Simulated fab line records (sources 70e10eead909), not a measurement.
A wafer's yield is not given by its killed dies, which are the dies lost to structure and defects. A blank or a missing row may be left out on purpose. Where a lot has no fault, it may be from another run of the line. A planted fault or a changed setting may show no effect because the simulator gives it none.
Which of the tools did it? ; flow nand-harc ; Sampling: 13 lots, 39 wafers, 4 of 1302 route steps

WHAT EACH GAUGE READ, for each wafer
NHARC_P_M0_CD_MEAS_09: target cd 90 nm.
lot;measured;on;cd-nm (nm)
L190;day 6 09:35;cd-sem-01;89.1 89.6 90.0
L192;day 7 10:58;cd-sem-03;89.7 89.9 90.2
L193;day 7 23:14;cd-sem-03;90.2 89.4 89.6
L194;day 8 05:43;cd-sem-03;90.2 89.4 90.2
L195;day 8 13:44;cd-sem-01;89.9 88.7 90.0
L196;day 9 06:22;cd-sem-01;90.3 90.1 90.7
L197;day 9 10:48;cd-sem-01;90.2 89.9 89.7
L198;day 9 19:45;cd-sem-02;90.0 90.7 90.2
L200;day 10 16:35;cd-sem-03;89.0 89.1 89.5
L204;day 12 06:55;cd-sem-03;90.4 90.0 90.4
L203;day 12 07:10;cd-sem-02;89.9 89.6
L211;day 15 12:19;cd-sem-02;89.1 89.1 89.1
L212;day 15 11:27;cd-sem-02;89.6 90.8 90.2

TOOL THAT RAN EACH LOT (tool first, then ch and the chambers of the sampled wafers, then the start)
lot;NHARC_P_GATE_ETCH_114;NHARC_P_CONTACT_DEP_00;NHARC_P_CONTACT_ETCH_36
L190;rie-diel-11 ch 1,2,3, day 5 10:00;pecvd-01 ch 0,1,2, day 6 09:35 or earlier;rie-diel-10 ch 1,2,3, day 6 09:35 or earlier
L192;rie-diel-11 ch 0,2,3, day 6 08:00;pecvd-03 ch 0,1,2, day 7 10:58 or earlier;rie-diel-06 ch 0,1, day 7 10:58 or earlier
L193;rie-diel-01 ch 1,3, day 6 23:00;pecvd-01 ch 0,1,2, day 7 23:14 or earlier;rie-diel-12 ch 0,1,3, day 7 23:14 or earlier
L194;rie-diel-03 ch 2,3, day 7 06:00;pecvd-03 ch 1,2, day 8 05:43 or earlier;rie-diel-06 ch 1,2, day 8 05:43 or earlier
L195;rie-diel-11 ch 1,2, day 7 14:00;pecvd-01 ch 1,2, day 8 13:44 or earlier;rie-diel-10 ch 2,3, day 8 13:44 or earlier
L196;rie-diel-01 ch 1,2, day 8 06:00;pecvd-04 ch 1,2, day 9 06:22 or earlier;rie-diel-06 ch 0,1, day 9 06:22 or earlier
L197;rie-diel-11 ch 0,1,3, day 8 11:00;pecvd-04 ch 0,2, day 9 10:48 or earlier;rie-diel-12 ch 1,2,3, day 9 10:48 or earlier
L198;rie-diel-03 ch 2,3, day 8 20:00;pecvd-04 ch 0,2, day 9 19:45 or earlier;rie-diel-10 ch 0,1,2, day 9 19:45 or earlier
L200;rie-diel-11 ch 0,1, day 9 16:00;pecvd-01 ch 1,2, day 10 16:35 or earlier;rie-diel-10 ch 0,3, day 10 16:35 or earlier
L204;rie-diel-01 ch 0,2,3, day 11 06:00;pecvd-01 ch 1,2, day 12 06:55 or earlier;rie-diel-12 ch 0,1,2, day 12 06:55 or earlier
L203;rie-diel-11 ch 0,1,2, day 11 07:00;pecvd-03 ch 1,2, day 12 07:10 or earlier;rie-diel-12 ch 1,2, day 12 07:10 or earlier
L211;rie-diel-01 ch 1,2,3, day 14 10:00;pecvd-01 ch 0,1, day 15 12:19 or earlier;rie-diel-06 ch 0,1,2, day 15 12:19 or earlier
L212;rie-diel-01 ch 0,2,3, day 14 12:00;pecvd-04 ch 0,2, day 15 11:27 or earlier;rie-diel-12 ch 1,2,3, day 15 11:27 or earlier
- NHARC_P_GATE_ETCH_114: etches the open film in CF4/O2, target depth 30 nm, overetch 3 nm, time 16.5 s.
- NHARC_P_CONTACT_DEP_00: deposits SiO2, target thk 500 nm.
- NHARC_P_CONTACT_ETCH_36: etches the open film in N2/H2, target depth 260 nm, time 406.25 s.

AS READ BY THE TOOLS THEMSELVES (means over the sampled wafers that have a number; for cases with no such wafer, the mark the record gives instead)
NHARC_P_GATE_ETCH_114.
lot;tool;chamber-pressure-mTorr (mTorr);drypump-motor-current-A (A);oes_f_703_au (a.u.);oes_o_777_au (a.u.);oes-product-au (a.u.);rf-vpp-V (V);showerhead-plenum-p-Torr (Torr);throttle-valve-pct (%)
L190;rie-diel-11;30.005;5.7;0.999;1.005;0.998;197.0;1.30;13.406
L192;rie-diel-11;30.000;5.7;0.997;0.999;0.999;197.6;1.30;13.393
L193;rie-diel-01;30.038;5.6;0.998;0.997;0.998;199.4;1.41;13.389
L194;rie-diel-03;30.030;5.2;1.005;1.003;0.998;197.8;1.32;13.390
L195;rie-diel-11;30.013;5.9;1.003;0.996;0.993;197.3;1.30;13.403
L196;rie-diel-01;29.996;5.5;1.002;1.003;0.994;198.6;1.35;13.395
L197;rie-diel-11;30.018;5.8;1.001;0.999;0.997;197.6;1.32;13.392
L198;rie-diel-03;30.028;5.2;0.998;0.999;0.998;195.1;1.28;13.397
L200;rie-diel-11;29.986;5.9;0.996;1.003;0.997;198.1;1.34;13.394
L204;rie-diel-01;29.975;5.4;0.999;0.999;0.987;199.1;1.38;13.390
L203;rie-diel-11;29.990;5.9;0.996;0.998;0.974;197.4;1.32;13.393
L211;rie-diel-01;30.008;5.6;1.002;1.001;0.995;198.7;1.38;13.383
L212;rie-diel-01;30.008;5.4;0.999;1.001;0.993;199.4;1.38;13.397

NHARC_P_CONTACT_DEP_00.
lot;tool;heater-power-w (W);throttle-valve-pct (%)
L190;pecvd-01;519;16.0
L192;pecvd-03;597;16.2
L193;pecvd-01;478;15.9
L194;pecvd-03;529;16.3
L195;pecvd-01;480;16.2
L196;pecvd-04;455;15.8
L197;pecvd-04;561;15.6
L198;pecvd-04;470;16.0
L200;pecvd-01;500;15.9
L204;pecvd-01;462;15.9
L203;pecvd-03;510;15.9
L211;pecvd-01;562;16.0
L212;pecvd-04;566;15.6

NHARC_P_CONTACT_ETCH_36.
lot;tool;chamber-pressure-mTorr (mTorr);drypump-motor-current-A (A);oes-product-au (a.u.);rf-vpp-V (V);showerhead-plenum-p-Torr (Torr);throttle-valve-pct (%)
L190;rie-diel-10;30.018;5.4;0.995;429.9;2.02;14.184
L192;rie-diel-06;30.000;5.8;1.001;429.2;1.98;14.170
L193;rie-diel-12;29.978;5.9;1.008;427.9;1.95;14.169
L194;rie-diel-06;30.015;6.5;0.990;428.7;1.94;14.169
L195;rie-diel-10;30.017;5.8;0.991;429.6;1.99;14.178
L196;rie-diel-06;30.008;5.8;0.998;428.6;1.98;14.177
L197;rie-diel-12;30.017;5.7;1.003;428.8;1.99;14.161
L198;rie-diel-10;30.022;5.8;1.004;429.6;1.99;14.169
L200;rie-diel-10;30.002;5.8;0.993;430.8;2.04;14.171
L204;rie-diel-12;29.993;5.9;1.008;428.7;1.99;14.168
L203;rie-diel-12;30.016;5.7;1.000;430.1;2.00;14.168
L211;rie-diel-06;29.985;6.2;1.002;427.2;1.96;14.170
L212;rie-diel-12;30.006;5.7;1.001;428.6;1.98;14.174

THE ANSWER, worked out from the rows above alone
Rule: the usual values come from the lots themselves. The widest of any qualifying gaps counts: lots, ordered by their means at a reading, are off when they make up no more than a third of the lots, leave a main group of 4 or more, and stand apart from it by 3 or more times the standard deviation of that group's means. A main group is skipped when, at the precision printed for the reading in the tables above, its means are all equal. Also off: a lot with no number at a reading for which 4 or more lots have one. The other lots that the step has rows for count as sound. Order of review: gauges by route order, followed by the tools' own readings, for which a lot's mean as printed above is used. The first step at which some lot is off is used, and at that step the reading that is off furthest; a lot without a number counts as furthest.
Off: L203 (NHARC_P_GATE_ETCH_114, oes-product-au). For the main group the mean is 0.996 a.u. and the standard deviation 0.0033.
If a tool, at that step or one of the process steps before it, ran each lot that is off and ran no sound lot following the first of them, it fits. One fits: rie-diel-11 at NHARC_P_GATE_ETCH_114. A fault onset in the window from L200 (day 9 16:00, its last sound lot) to L203 (day 11 07:00, its first lot off) fits.
The tool's own readings at NHARC_P_GATE_ETCH_114 bear it out: on the lots that are off they differ by more than 5 times the standard deviation of the sound lots' means. oes-product-au reads 0.974 a.u. there against 0.996 a.u. on the sound lots.

WHAT THE SIMULATOR PUT IN
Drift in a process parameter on rie-diel-11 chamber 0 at NHARC_P_GATE_ETCH_114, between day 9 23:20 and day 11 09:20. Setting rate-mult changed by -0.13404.
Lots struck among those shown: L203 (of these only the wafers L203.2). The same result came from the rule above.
